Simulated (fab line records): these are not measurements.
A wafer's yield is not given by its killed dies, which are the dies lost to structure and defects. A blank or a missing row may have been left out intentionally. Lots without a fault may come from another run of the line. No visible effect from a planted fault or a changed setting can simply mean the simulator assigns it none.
Chamber matching ; flow n5-finfet ; N5_BEOL_M5_ETCH_67 on rie-diel-06: 4 sister chambers
The step etches SiARC in CF4, target depth 15.6 nm, time 26 s. 22 wafers are shown with their chamber, then 11 later ones without.

## EACH WAFER AND ITS CHAMBER
wafer;chamber;showerhead-plenum-p-Torr (Torr);drypump-motor-current-A (A);throttle-valve-pct (%)
L076.1;3;2.03;6.0;15.9
L076.2;1;2.15;5.3;15.6
L076.3;2;2.07;5.5;15.5
L076.4;0;2.13;5.4;16.1
L076.5;2;2.07;5.5;15.5
L076.6;3;2.03;6.0;15.9
L077.1;1;2.15;5.3;15.6
L077.2;3;2.03;6.0;15.9
L077.5;1;2.15;5.3;15.6
L078.1;2;2.07;5.5;15.5
L078.4;2;2.07;5.5;15.5
L078.6;3;2.03;6.0;15.9
L080.1;0;2.13;5.3;16.1
L080.3;2;2.07;5.5;15.6
L080.4;3;2.03;6.0;15.9
L083.1;1;2.14;5.3;15.7
L083.3;3;2.03;6.0;15.9
L083.4;0;2.13;5.4;16.1
L085.1;1;2.14;5.3;15.7
L085.3;0;2.13;5.4;16.1
L085.6;2;2.07;5.5;15.6
L090.2;2;2.07;5.5;15.6

SIGNATURES (means of the wafers above)
reading;chamber 0;chamber 1;chamber 2;chamber 3;scatter within a chamber
showerhead-plenum-p-Torr;2.1300;2.1460;2.0700;2.0300;0.00258
drypump-motor-current-A;5.375;5.300;5.500;6.000;0.0204
throttle-valve-pct;16.100;15.640;15.543;15.900;0.0402
Rule: a wafer's distance from a chamber is the root of the sum, over the readings, of the square of ((its reading less the chamber's mean) divided by the reading's scatter). The wafer belongs to the nearest chamber; if the next one is less than 2 further off, it can't be placed. The scatter is the square root of a quotient: the sum, over the shown wafers, of each reading's squared deviation from its chamber's mean, divided by wafers minus chambers.

## WAFERS WITHOUT THEIR CHAMBER
wafer;showerhead-plenum-p-Torr (Torr);drypump-motor-current-A (A);throttle-valve-pct (%)
L090.4;2.12;5.4;16.1
L090.6;2.03;6.0;16.0
L089.1;2.14;5.3;15.7
L089.3;2.03;5.9;16.0
L089.5;2.12;5.3;16.1
L094.2;2.06;5.5;15.6
L094.4;2.14;5.3;15.7
L094.6;2.14;5.3;15.7
L097.4;2.06;5.5;15.6
L097.5;2.06;5.5;15.6
L097.6;2.14;5.3;15.7

## EACH ONE'S CHAMBER
wafer;from the rows above;in truth
L090.4;0;0
L090.6;3;3
L089.1;1;1
L089.3;3;3
L089.5;0;0
L094.2;2;2
L094.4;1;1
L094.6;1;1
L097.4;2;2
L097.5;2;2
L097.6;1;1
Correct placement for 11 of the 11. Left unplaced by these rows: 0. 0 placed wrongly.
